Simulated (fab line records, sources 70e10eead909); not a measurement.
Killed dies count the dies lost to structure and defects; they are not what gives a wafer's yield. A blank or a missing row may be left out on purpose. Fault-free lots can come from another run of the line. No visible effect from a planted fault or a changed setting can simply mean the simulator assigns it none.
Which of the tools did it? | flow nand harc | Sampling: 12 lots, 36 wafers, 5 of 1159 route steps

WHAT EACH GAUGE READ, for each wafer
NHARC_THIN_TSV_THK_MEAS_02: measures by ir. Usual: thk nm at 2981 nm, with a standard deviation of 220.
lot  | measured     | on            | thk nm (nm)    | flag
L733 | day 18 22:32 | film metro-02 | 2774 3147 3230 |
L735 | day 18 23:44 | film metro-01 | 2970 3302 3000 |
L734 | day 19 16:46 | film metro-01 | 3050 3302 3204 |
L738 | day 20 17:02 | film metro-01 | 3209 3250 3125 |
L740 | day 20 20:37 | film metro-01 | 3158 2897 2994 |
L744 | day 21 12:48 | film metro-02 | 2909 3015      |
L746 | day 21 21:12 | film metro-01 | 2927 3005 2936 |
L745 | day 21 22:24 | film metro-02 | 2797 3002      |
L748 | day 22 13:58 | film metro-01 | 2737 2485 2779 |
L749 | day 22 18:20 | film metro-01 | 3007 2985 3009 |
L753 | day 24 01:35 | film metro-01 | 3148 2893 2717 |
L754 | day 24 00:23 | film metro-02 | 3433 2997 3178 |

NHARC_END_WLT_00. Usual: VT_DECK1_BOTTOM 0.872, standard deviation 0.0074; VT_DECK1_BOTTOM_INNER 0.872, standard deviation 0.0064; VT_DECK1_MEDIAN_NEAR_BOTTOM 0.874, standard deviation 0.007; VT_DECK1_MEDIAN_NEAR_BOTTOM_INNER 0.873, standard deviation 0.0068; VT_DECK1_MIDDLE 0.885, standard deviation 0.0066; VT_DECK1_MIDDLE_INNER 0.884, standard deviation 0.007; VT_DECK1_TOP 0.896, standard deviation 0.0066; VT_DECK1_TOP_INNER 0.896, standard deviation 0.0061.
lot  | measured     | on        | VT_DECK1_BOTTOM   | VT_DECK1_BOTTOM_INNER | VT_DECK1_MEDIAN_NEAR_BOTTOM | VT_DECK1_MEDIAN_NEAR_BOTTOM_INNER | VT_DECK1_MIDDLE   | VT_DECK1_MIDDLE_INNER | VT_DECK1_TOP      | VT_DECK1_TOP_INNER | flag
L733 | day 19 13:32 | prober-01 | 0.878 0.880 0.881 | 0.879 0.883 0.875     | 0.887 0.889 0.881           | 0.882 0.880 0.879                 | 0.893 0.882 0.883 | 0.896 0.886 0.883     | 0.906 0.898 0.898 | 0.900 0.906 0.901  |
L735 | day 19 21:47 | prober-01 | 0.864 0.872 0.874 | 0.867 0.872 0.878     | 0.867 0.873 0.872           | 0.868 0.868 0.866                 | 0.881 0.879 0.883 | 0.877 0.890 0.884     | 0.900 0.894 0.894 | 0.894 0.901 0.898  |
L734 | day 20 11:04 | prober-02 | 0.872 0.864 0.868 | 0.866 0.864 0.868     | 0.869 0.865 0.873           | 0.871 0.861 0.868                 | 0.876 0.881 0.874 | 0.876 0.884 0.875     | 0.898 0.891 0.887 | 0.890 0.895 0.892  |
L738 | day 21 06:39 | prober-02 | 0.873 0.877 0.871 | 0.877 0.872 0.865     | 0.879 0.872 0.880           | 0.879 0.874 0.876                 | 0.888 0.890 0.890 | 0.889 0.893 0.886     | 0.905 0.902 0.903 | 0.901 0.895 0.900  |
L740 | day 21 14:26 | prober-02 | 0.871 0.876 0.878 | 0.871 0.875 0.878     | 0.871 0.884 0.886           | 0.872 0.871 0.881                 | 0.883 0.891 0.889 | 0.883 0.893 0.891     | 0.899 0.900 0.898 | 0.893 0.898 0.897  |
L744 | day 21 22:51 | prober-02 | 0.883 0.879       | 0.881 0.884           | 0.892 0.874                 | 0.884 0.886                       | 0.897 0.887       | 0.894 0.895           | 0.918 0.900       | 0.906 0.906        |
L746 | day 22 14:22 | prober-01 | 0.865 0.862 0.871 | 0.874 0.864 0.879     | 0.868 0.871 0.864           | 0.867 0.869 0.879                 | 0.885 0.887 0.880 | 0.882 0.879 0.884     | 0.903 0.901 0.895 | 0.899 0.896 0.900  |
L745 | day 22 10:25 | prober-02 | 0.871 0.873       | 0.875 0.868           | 0.872 0.876                 | 0.872 0.872                       | 0.890 0.884       | 0.887 0.872           | 0.896 0.890       | 0.892 0.884        |
L748 | day 23 03:07 | prober-02 | 0.883 0.873 0.879 | 0.877 0.870 0.863     | 0.881 0.876 0.878           | 0.884 0.872 0.875                 | 0.890 0.890 0.886 | 0.890 0.881 0.888     | 0.900 0.902 0.900 | 0.898 0.895 0.903  |
L749 | day 23 11:54 | prober-01 | 0.865 0.863 0.864 | 0.869 0.859 0.859     | 0.865 0.862 0.866           | 0.857 0.862 0.863                 | 0.866 0.880 0.885 | 0.886 0.875 0.874     | 0.887 0.893 0.885 | 0.895 0.899 0.893  |
L753 | day 24 16:47 | prober-01 | 0.871 0.876 0.885 | 0.879 0.868 0.869     | 0.879 0.873 0.870           | 0.871 0.873 0.871                 | 0.877 0.886 0.884 | 0.895 0.877 0.877     | 0.892 0.893 0.901 | 0.890 0.896 0.890  |
L754 | day 24 14:17 | prober-02 | 0.874 0.856 0.869 | 0.868 0.872 0.874     | 0.863 0.871 0.881           | 0.874 0.869 0.879                 | 0.886 0.886 0.891 | 0.888 0.868 0.883     | 0.885 0.889 0.895 | 0.898 0.890 0.886  |

NHARC_END_SORT_01. Usual: defect limited yield 95.1 %, standard deviation 1.6; killed at array 29, standard deviation 11; killed at other 0.7, standard deviation 1.1; killed at periphery 2.9, standard deviation 2.2; killed dies 33, standard deviation 11; killed open 3.1, standard deviation 1.8; killed short 1.9, standard deviation 1.4; sort_bin_2_pct 1.6 %, standard deviation 0.64; sort_bin_3_pct 0.26 %, standard deviation 0.18; sort_bin_4_pct 3.1 %, standard deviation 1.1; sort n pass 644, standard deviation 11; sort rim yield pct 95.7 %, standard deviation 2.8; sort yield pct 95.1 %, standard deviation 1.6.
lot  | measured     | on        | defect limited yield (%) | killed at array | killed at other | killed at periphery | killed dies | killed open | killed short | sort_bin_2_pct (%) | sort_bin_3_pct (%) | sort_bin_4_pct (%) | sort n pass | sort rim yield pct (%) | sort yield pct (%) | flag
L733 | day 19 16:31 | prober-01 | 96.2 94.2 95.4           | 22 37 28        | 0 0 1           | 4 2 2               | 26 39 31    | 2 7 4       | 1 2 0        | 1.3 1.9 1.5        | 0 0.44 0.30        | 2.5 3.4 2.8        | 651 638 646 | 97.2 98.1 95.3         | 96.2 94.2 95.4     |
L735 | day 20 01:05 | prober-01 | 98.5 98.2 98.4           | 8 10 8          | 2 0 1           | 0 2 2               | 10 12 11    | 2 2 3       | 2 3 1        | 0.4 0.1 0.6        | 0 0.15 0.30        | 1.0 1.5 0.7        | 667 665 666 | 98.1 97.2 99.1         | 98.5 98.2 98.4     |
L734 | day 20 14:42 | prober-02 | 95.7 96.6 95.3           | 25 20 29        | 0 0 0           | 4 3 3               | 29 23 32    | 5 5 5       | 3 1 3        | 2.2 0.7 1.3        | 0.15 0.44 0.30     | 1.9 2.2 3.1        | 648 654 645 | 94.3 93.4 96.2         | 95.7 96.6 95.3     |
L738 | day 21 09:58 | prober-02 | 97.3 96.2 96.9           | 15 17 14        | 0 0 0           | 3 9 7               | 18 26 21    | 2 3 3       | 0 2 1        | 0.9 1.6 0.9        | 0.30 0.30 0        | 1.5 1.9 2.2        | 659 651 656 | 98.1 95.3 96.2         | 97.3 96.2 96.9     |
L740 | day 21 17:44 | prober-02 | 96.2 96.2 95.1           | 25 23 29        | 1 0 0           | 0 3 4               | 26 26 33    | 2 1 3       | 3 0 1        | 1.5 1.2 1.9        | 0.30 0.15 0        | 2.1 2.5 3.0        | 651 651 644 | 95.3 97.2 92.5         | 96.2 96.2 95.1     |
L744 | day 22 01:51 | prober-02 | 95.1 0 93.8              | 29 674 38       | 1 1 0           | 3 2 4               | 33 677 42   | 2 1 2       | 0 4 0        | 1.9 96.2 1.5       | 0.15 0.15 0.44     | 2.8 3.7 4.3        | 644 0 635   | 97.2 0 97.2            | 95.1 0 93.8        | OFF
L746 | day 22 17:25 | prober-01 | 92.8 92.3 93.6           | 44 49 33        | 1 3 7           | 4 0 3               | 49 52 43    | 5 2 3       | 1 2 1        | 1.9 3.0 2.2        | 0.59 0 0.15        | 4.7 4.7 4.0        | 628 625 634 | 89.6 93.4 91.5         | 92.8 92.3 93.6     |
L745 | day 22 13:22 | prober-02 | 97.6 97.0 0              | 15 12 675       | 0 4 0           | 1 4 2               | 16 20 677   | 1 3 1       | 0 1 0        | 0.7 0.9 98.4       | 0.15 0 0           | 1.5 2.1 1.6        | 661 657 0   | 96.2 99.1 0            | 97.6 97.0 0        | OFF
L748 | day 23 06:09 | prober-02 | 96.3 95.9 97.6           | 20 25 15        | 2 1 1           | 3 2 0               | 25 28 16    | 1 3 2       | 5 1 4        | 1.3 1.5 1.2        | 0.30 0.15 0.30     | 2.1 2.5 0.9        | 652 649 661 | 95.3 99.1 98.1         | 96.3 95.9 97.6     |
L749 | day 23 15:29 | prober-01 | 93.1 94.4 94.7           | 41 35 32        | 0 1 1           | 6 2 3               | 47 38 36    | 2 3 3       | 2 2 3        | 2.1 1.6 1.8        | 0.59 0.30 0.30     | 4.3 3.7 3.2        | 630 639 641 | 96.2 92.5 97.2         | 93.1 94.4 94.7     |
L753 | day 24 20:26 | prober-01 | 95.0 95.0 94.8           | 33 33 35        | 1 0 0           | 0 1 0               | 34 34 35    | 4 2 0       | 0 1 4        | 1.2 1.5 1.9        | 0.30 0.15 0.30     | 3.5 3.4 3.0        | 643 643 642 | 90.6 93.4 97.2         | 95.0 95.0 94.8     |
L754 | day 24 17:16 | prober-02 | 94.7 95.1 95.1           | 34 31 26        | 2 2 6           | 0 0 1               | 36 33 33    | 3 0 2       | 2 3 1        | 1.5 1.8 2.2        | 0.30 0.15 0.30     | 3.5 3.0 2.4        | 641 644 644 | 99.1 93.4 94.3         | 94.7 95.1 95.1     |

TOOL THAT RAN EACH LOT (tool first, then ch and the chambers of the sampled wafers, then the start)
lot  | NHARC_A_M1_PVD_21            | NHARC_THIN_TSV_ANNEAL_52
L733 | pvd sputter-01, day 18 02:08 | rtp anneal-01 ch 0, day 19 03:59
L735 | pvd sputter-01, day 18 02:50 | rtp anneal-02 ch 0, day 19 04:43
L734 | pvd sputter-02, day 19 00:43 | rtp anneal-02 ch 0, day 19 22:52
L738 | pvd sputter-02, day 19 19:20 | rtp anneal-02 ch 0, day 20 22:13
L740 | pvd sputter-02, day 20 01:27 | rtp anneal-01 ch 0, day 21 01:52
L744 | pvd sputter-02, day 20 18:46 | rtp anneal-02 ch 0, day 21 17:40
L746 | pvd sputter-01, day 21 02:15 | rtp anneal-01 ch 0, day 22 02:40
L745 | pvd sputter-02, day 21 05:07 | rtp anneal-02 ch 0, day 22 03:42
L748 | pvd sputter-01, day 21 20:10 | rtp anneal-02 ch 0, day 22 19:10
L749 | pvd sputter-03, day 21 23:43 | rtp anneal-01 ch 0, day 22 23:26
L753 | pvd sputter-01, day 23 05:23 | rtp anneal-02 ch 0, day 24 06:41
L754 | pvd sputter-03, day 23 05:49 | rtp anneal-02 ch 0, day 24 05:24
- NHARC_A_M1_PVD_21: deposits Cu, target thk 30 nm, time 20.49 s.
- NHARC_THIN_TSV_ANNEAL_52: time 90 s.

WHAT THE TOOLS THEMSELVES READ (means of the sampled wafers that have a number; where no wafer has one, the mark that the record gives instead)
NHARC_A_M1_PVD_21. Usual: throttle valve pct at 30.2 %, with a standard deviation of 1.4.
lot  | tool           | throttle valve pct (%) | flag
L733 | pvd sputter-01 | 30.4                   |
L735 | pvd sputter-01 | 30.3                   |
L734 | pvd sputter-02 | 31.2                   |
L738 | pvd sputter-02 | 30.6                   |
L740 | pvd sputter-02 | 31.4                   |
L744 | pvd sputter-02 | 30.1                   |
L746 | pvd sputter-01 | 29.5                   |
L745 | pvd sputter-02 | 29.4                   |
L748 | pvd sputter-01 | 30.4                   |
L749 | pvd sputter-03 | 30.2                   |
L753 | pvd sputter-01 | 30.3                   |
L754 | pvd sputter-03 | 30.2                   |

NHARC_THIN_TSV_ANNEAL_52. Usual: anneal temp c 225.01 C, standard deviation 0.18; anneal temp c max 226.29, standard deviation 0.29; wafer_temp_C_max 226.08, standard deviation 0.29.
lot  | tool          | anneal temp c (C) | anneal temp c max | wafer_temp_C_max | flag
L733 | rtp anneal-01 | 225.18            | 226.45            | 226.20           |
L735 | rtp anneal-02 | 225.17            | 226.38            | 225.91           |
L734 | rtp anneal-02 | 225.01            | 226.12            | 225.62           |
L738 | rtp anneal-02 | 224.98            | 226.14            | 226.19           |
L740 | rtp anneal-01 | 225.04            | 226.43            | 226.30           |
L744 | rtp anneal-02 | 225.12            | 226.22            | 225.81           |
L746 | rtp anneal-01 | 224.87            | 226.31            | 226.30           |
L745 | rtp anneal-02 | 224.96            | 226.12            | 225.63           |
L748 | rtp anneal-02 | 225.19            | 226.87            | 225.90           |
L749 | rtp anneal-01 | 225.16            | 226.36            | 226.05           |
L753 | rtp anneal-02 | 224.81            | 226.08            | 226.11           |
L754 | rtp anneal-02 | 224.81            | 226.24            | 226.45           |

THE ANSWER, worked out from the rows above alone
Rule: take the mean of a lot's wafers that have a number; if it is more than 3 standard deviations from the usual mean, the lot is off. Also off: a lot with no number at a reading for which 4 or more lots have one. Where the step has rows for the other lots, those lots are counted as sound. Order of review: gauges by route order, followed by the tools' own readings, for which a lot's mean as printed above is used. At the first step where some lot is off, the reading lying furthest off is the one used; lots without a number count as furthest.
Off: L744, L745 (NHARC_END_SORT_01, sort_bin_2_pct).
If a tool, at a process step before that reading, ran all the lots that are off and no sound lot after the first of them, it fits. Gauges at NHARC_END_SORT_01: tried the same way as those tools. One fits: pvd sputter-02 at NHARC_A_M1_PVD_21. A fault onset in the window from L740 (day 20 01:27, its last sound lot) to L744 (day 20 18:46, its first lot off) fits.

WHAT THE SIMULATOR HAD INSERTED
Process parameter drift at NHARC_A_M1_PVD_21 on pvd sputter-02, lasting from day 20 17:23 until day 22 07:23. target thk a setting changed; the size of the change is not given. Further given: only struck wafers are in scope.
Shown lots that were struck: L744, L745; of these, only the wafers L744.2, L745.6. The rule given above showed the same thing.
